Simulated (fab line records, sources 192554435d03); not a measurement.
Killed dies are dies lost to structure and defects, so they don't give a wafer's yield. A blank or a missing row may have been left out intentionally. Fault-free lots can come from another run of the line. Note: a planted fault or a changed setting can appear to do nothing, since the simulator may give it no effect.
Chamber matching    flow n5_finfet    N5_GATE_CUT_PECVD_57 on pecvd-02: 3 sister chambers
The step deposits SiNx from SiH4/NH3/N2, target thk 21 nm. 6 wafers are shown with their chamber, then 7 later ones without.

WAFERS WITH THEIR CHAMBER
wafer   chamber  throttle_valve_pct (%)  heater_power_w (W)
L085.2  1        36.8                    862
L088.1  2        40.4                    643
L088.2  0        43.5                    916
L088.3  1        37.3                    865
L091.2  0        43.7                    1017
L091.3  2        40.2                    734

WAFERS WHOSE CHAMBER IS MISSING
wafer   throttle_valve_pct (%)  heater_power_w (W)
L091.6  37.0                    868
L093.1  43.3                    899
L093.2  37.1                    819
L093.5  37.1                    821
L096.1  40.4                    751
L096.3  43.4                    958
L096.4  37.2                    793

WHICH CHAMBER EACH WENT THROUGH
wafer   from the rows above  in truth
L091.6  1                    1
L093.1  0                    0
L093.2  1                    1
L093.5  1                    1
L096.1  2                    2
L096.3  0                    0
L096.4  1                    1
Placed correctly: 7 of 7. Left unplaced by these rows: 0. 0 placed wrongly.
How it was worked out, from the rows above alone: a wafer's distance from a chamber is the root of the sum, over the readings, of the square of ((its reading less the chamber's mean) divided by the reading's scatter). If the next closest chamber is less than 2 further off than the closest, the wafer can't be placed; otherwise it belongs to the closest. The mean given for a chamber averages the wafers shown for that chamber. The scatter: take each reading less its chamber's mean, square it, sum over the shown wafers, divide by the number of wafers less the number of chambers, and take the root.
